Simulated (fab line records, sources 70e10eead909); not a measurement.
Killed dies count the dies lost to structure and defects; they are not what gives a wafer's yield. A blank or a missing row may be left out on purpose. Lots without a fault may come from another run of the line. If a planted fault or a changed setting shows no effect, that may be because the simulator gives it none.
Matching of chambers	flow nand_harc	4 sister chambers for NHARC_A_M1_ETCH_15 on rie_diel-02
The step etches the open film in C4F8/Ar, target depth 182.5 nm, time 91.2 s. 8 wafers are shown with their chamber, then 7 later ones without.

== EACH WAFER AND ITS CHAMBER ==
wafer	chamber	run_length_s (s)	rf_vpp_V (V)
L187.1	0	112.5	443.0
L187.6	2	112.3	439.4
L197.2	0	112.3	443.5
L204.1	3	113.1	442.5
L204.4	1	112.1	442.8
L204.6	1	111.9	442.5
L203.1	3	113.0	441.2
L203.2	2	112.8	441.5

== WAFERS MISSING THEIR CHAMBER ==
wafer	run_length_s (s)	rf_vpp_V (V)
L203.3	112.3	441.7
L205.4	113.1	439.2
L205.5	111.9	443.7
L205.6	112.6	444.4
L207.3	112.2	441.2
L207.4	112.7	443.1
L207.5	112.6	440.4

== EACH ONE'S CHAMBER ==
wafer	from the rows above	in truth
L203.3	can't be placed: 0 or 1 or 2 or 3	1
L205.4	can't be placed: 3 or 2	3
L205.5	can't be placed: 1 or 0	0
L205.6	can't be placed: 0 or 1 or 3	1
L207.3	can't be placed: 1 or 2 or 0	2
L207.4	can't be placed: 0 or 3 or 2 or 1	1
L207.5	2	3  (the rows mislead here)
Placed correctly: 0 of 7. These rows do not allow placing 6 (true chamber among the candidates in 6). Wrongly placed: 1.
How it was worked out, from the rows above alone: a wafer's distance from a chamber is the root of the sum, over the readings, of the square of ((its reading less the chamber's mean) divided by the reading's scatter). The wafer belongs to the nearest chamber; if the next one is less than 2 further off, it can't be placed. A chamber's mean is the mean of its shown wafers. The scatter: the root of (the sum of the squares of (reading less its chamber's mean) over the shown wafers, divided by (wafers less chambers)).
